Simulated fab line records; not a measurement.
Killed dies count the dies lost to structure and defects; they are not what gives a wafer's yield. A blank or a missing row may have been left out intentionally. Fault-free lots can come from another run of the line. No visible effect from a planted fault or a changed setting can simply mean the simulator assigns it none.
Matching of chambers    flow n5 finfet    N5_BEOL_M0_SAQP_ETCH_84 on rie diel-01 has 4 sister chambers
The step etches SOC in N2/H2, target depth 100 nm, overetch 20 nm, time 150 s. 22 wafers are shown with their chamber, then 11 later ones without.

== WAFERS, EACH WITH ITS CHAMBER ==
wafer   chamber  drypump motor current A (A)  showerhead plenum p Torr (Torr)  throttle valve pct (%)
L074.4  2        6.1                          2.56                             17.95
L074.5  2        6.1                          2.56                             17.96
L074.6  1        5.5                          2.63                             17.92
L076.2  1        5.5                          2.63                             17.93
L076.4  3        5.5                          2.42                             17.87
L076.5  2        6.1                          2.56                             17.95
L078.1  0        5.3                          2.56                             17.79
L078.3  1        5.5                          2.62                             17.93
L078.6  3        5.5                          2.42                             17.88
L085.3  2        6.1                          2.55                             17.99
L085.4  1        5.5                          2.62                             17.94
L085.5  2        6.1                          2.55                             18.01
L088.1  3        5.5                          2.41                             17.92
L088.2  2        6.1                          2.54                             18.03
L088.6  1        5.6                          2.61                             17.97
L089.1  1        5.6                          2.61                             17.96
L089.2  2        6.1                          2.54                             18.00
L089.4  1        5.5                          2.61                             17.97
L090.3  2        6.1                          2.54                             18.02
L090.5  2        6.1                          2.54                             18.01
L090.6  3        5.5                          2.41                             17.92
L092.2  1        5.5                          2.61                             17.99

SIGNATURES (means of the wafers above)
reading                   chamber 0  chamber 1  chamber 2  chamber 3  scatter within a chamber
drypump motor current A   5.300      5.525      6.100      5.500      0.0289
showerhead plenum p Torr  2.5600     2.6175     2.5489     2.4150     0.00862
throttle valve pct        17.7900    17.9513    17.9911    17.8975    0.0277
Rule: a wafer lies at a distance from a chamber equal to the root of the sum of squares, over the readings, of (its reading less the chamber's mean, divided by the reading's scatter). If the next closest chamber is less than 2 further off than the closest, the wafer can't be placed; otherwise it belongs to the closest. The scatter: take each reading less its chamber's mean, square it, sum over the shown wafers, divide by the number of wafers less the number of chambers, and take the root.

== WAFERS MISSING THEIR CHAMBER ==
wafer   drypump motor current A (A)  showerhead plenum p Torr (Torr)  throttle valve pct (%)
L092.4  6.1                          2.54                             18.01
L092.6  5.5                          2.61                             18.00
L094.4  6.1                          2.54                             18.02
L094.5  5.6                          2.61                             17.99
L094.6  5.3                          2.55                             17.83
L095.1  5.5                          2.41                             17.94
L095.4  5.5                          2.61                             18.00
L095.5  6.1                          2.54                             18.03
L096.1  5.5                          2.41                             17.95
L096.2  5.3                          2.55                             17.84
L096.5  5.5                          2.41                             17.95

== EACH ONE'S CHAMBER ==
wafer   from the rows above  in truth
L092.4  2                    2
L092.6  1                    1
L094.4  2                    2
L094.5  1                    1
L094.6  0                    0
L095.1  3                    3
L095.4  1                    1
L095.5  2                    2
L096.1  3                    3
L096.2  0                    0
L096.5  3                    3
11 of 11 placed correctly. Can't be placed from these rows: 0. 0 placed wrongly.
